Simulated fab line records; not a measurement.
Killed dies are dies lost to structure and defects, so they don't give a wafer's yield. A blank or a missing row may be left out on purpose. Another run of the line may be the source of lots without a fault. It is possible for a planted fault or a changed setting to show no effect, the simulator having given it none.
Lot-split experiment | flow n5 finfet | route with 1938 steps; 7 lots, 39 wafers read

== THE SPLIT ITSELF ==
At N5_BEOL_M3_ILD_DEP_00 (deposits SiOC from DEMS/O2, target thk 79 nm, time 15.3 s), the setting time s was moved away from the recipe's 15.3 s on 15 of the 39 wafers read, by -43.2% to -15.0%. This setting was run at the recipe's value on the other wafers.

The file shows no step between the split and the reading.

== THE READING ==
At N5_BEOL_M3_THK_MEAS_01: M3_ILD_THK, given in nm. Fault-free wafers of this fab line usually give 79.4 nm, standard deviation 1.1 nm.

wafer  | tool, chamber at the split | time s as run, s | against the recipe | M3_ILD_THK, nm | against lot-mates on the recipe
L075.1 | pecvd-02, 1,0              | 11.85            | -22.5%             | 61.4           | -18.1
L075.2 | pecvd-02, 2                | 11.85            | -22.5%             | 62.6           | -16.9
L075.3 | pecvd-02, 0                | 15.3             | recipe             | 77.9           | -
L075.4 | pecvd-02, 2,1              | 15.3             | recipe             | 80.3           | -
L075.5 | pecvd-02, 2,1              | 15.3             | recipe             | 80.4           | -
L075.6 | pecvd-02, 1,0              | 11.85            | -22.5%             | 61.4           | -18.1
L078.1 | pecvd-02, 1,2              | 11.44            | -25.2%             | 60.5           | -18.9
L078.2 | pecvd-02, 2,0              | 15.3             | recipe             | 79.3           | -
L078.3 | pecvd-02, 0                | 11.44            | -25.2%             | 59.1           | -20.3
L078.4 | pecvd-02, 2,0              | 15.3             | recipe             | 79.5           | -
L078.5 | pecvd-02, 1,2              | 11.44            | -25.2%             | 60.7           | -18.7
L078.6 | pecvd-02, 1                | 15.3             | recipe             | 79.5           | -
L081.1 | pecvd-03, 1                | 15.3             | recipe             | 78.1           | -
L081.2 | pecvd-03, 2                | 15.3             | recipe             | 78.9           | -
L081.3 | pecvd-03, 0                | 15.3             | recipe             | 78.6           | -
L081.4 | pecvd-03, 0                | 15.3             | recipe             | 78.6           | -
L081.5 | pecvd-03, 2                | 15.3             | recipe             | 79.1           | -
L081.6 | pecvd-03, 1                | 15.3             | recipe             | 79.7           | -
L077.1 | pecvd-04, 1                | 15.3             | recipe             | 79.2           | -
L077.2 | pecvd-04, 0                | 8.694            | -43.2%             | 46.8           | -33.7
L077.3 | pecvd-04, 2                | 8.694            | -43.2%             | 47.0           | -33.5
L077.4 | pecvd-04, 0                | 15.3             | recipe             | 82.1           | -
L077.5 | pecvd-04, 2                | 8.694            | -43.2%             | 47.3           | -33.2
L077.6 | pecvd-04, 1                | 15.3             | recipe             | 80.2           | -
L093.1 | pecvd-02, 1                | 15.3             | recipe             | 80.6           | -
L093.2 | pecvd-02, 0                | 13               | -15.0%             | 66.5           | -14.2
L093.3 | pecvd-02, 2                | 13               | -15.0%             | 67.5           | -13.2
L093.4 | pecvd-02, 1                | 15.3             | recipe             | 81.5           | -
L093.5 | pecvd-02, 0                | 15.3             | recipe             | 80.0           | -
L093.6 | pecvd-02, 2                | 13               | -15.0%             | 69.6           | -11.1
L094.2 | pecvd-03, 2                | 15.3             | recipe             | 78.4           | -
L094.3 | pecvd-03, 0                | 15.3             | recipe             | 78.6           | -
L094.6 | pecvd-03, 1                | 15.3             | recipe             | 80.9           | -
L097.1 | pecvd-04, 1                | 15.3             | recipe             | 78.8           | -
L097.2 | pecvd-04, 2,0              | 15.3             | recipe             | 79.0           | -
L097.3 | pecvd-04, 2,0              | 15.3             | recipe             | 78.9           | -
L097.4 | pecvd-04, 1                | 10.89            | -28.8%             | 56.3           | -22.6
L097.5 | pecvd-04, 2                | 10.89            | -28.8%             | 58.5           | -20.4
L097.6 | pecvd-04, 0                | 10.89            | -28.8%             | 57.5           | -21.4
The file does not say which wafer passed through which chamber wherever a row lists several chambers: such a row stands for several wafers.

THE FIT
A straight line over all 39 wafers: M3_ILD_THK changes by +0.761 nm for each +1% of time s; r = +1.00; the points scatter about the line by 1 nm.
The same after taking each lot's own level away (the mean of its wafers on the recipe; 39 wafers): +0.771 nm for each +1%; r = +1.00; scatter 0.92 nm.
According to that fit, moving time s by its largest amount changes the reading by 33 nm.
The span of the lots' own levels, 78.83 to 80.70 nm, comes to 1.7 times the standard deviation stated above.
The two slopes agree, so the slope changes little with the lot-to-lot level.
Check: for one of the wafers moved furthest among these (-43.2%), held out of the fit, the line's prediction against its lot-mates is -33.3 nm. It came out at -33.7 nm against them.

== THESE WAFERS: OTHER SPLITS ==
Other splits were also applied to these wafers ahead of the reading. Each is held against what the fit with the lots' levels taken away leaves over:
other split on the same wafers                  | wafers away from the commonest value | r with M3_ILD_THK (lot level and that fit taken away)
N5_FIN_SAQP_PECVD_06 time s                     | 9                                    | +0.00
N5_SD_EPI_N_EPI_21 epi growth time s            | 9                                    | +0.23
N5_MOL_CONTACT_COAG_ETCHBACK_134 target depth a | 15                                   | +0.10

== THE WHOLE CHAIN: every reading that the file lists as answering this split, in the file's order ==
step                   | what it does                                              | reading                                                                            | change (the file's fit)               | r (the file's)
N5_BEOL_M3_ILD_DEP_00  | deposits SiOC from DEMS/O2, target thk 79 nm, time 15.3 s | SiOC_of_BEOL_M3_ILD_DEP_00.thk nm (the simulator's own value, which no gauge read) | +0.774 nm for each +1% of the setting | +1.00
N5_BEOL_M3_THK_MEAS_01 |                                                           | M3_ILD_THK                                                                         | +0.774 for each +1% of the setting    | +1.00

== THE FILE'S OWN FIT ==
M3_ILD_THK changes by +0.774 nm for each +1% of time s, r = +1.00.
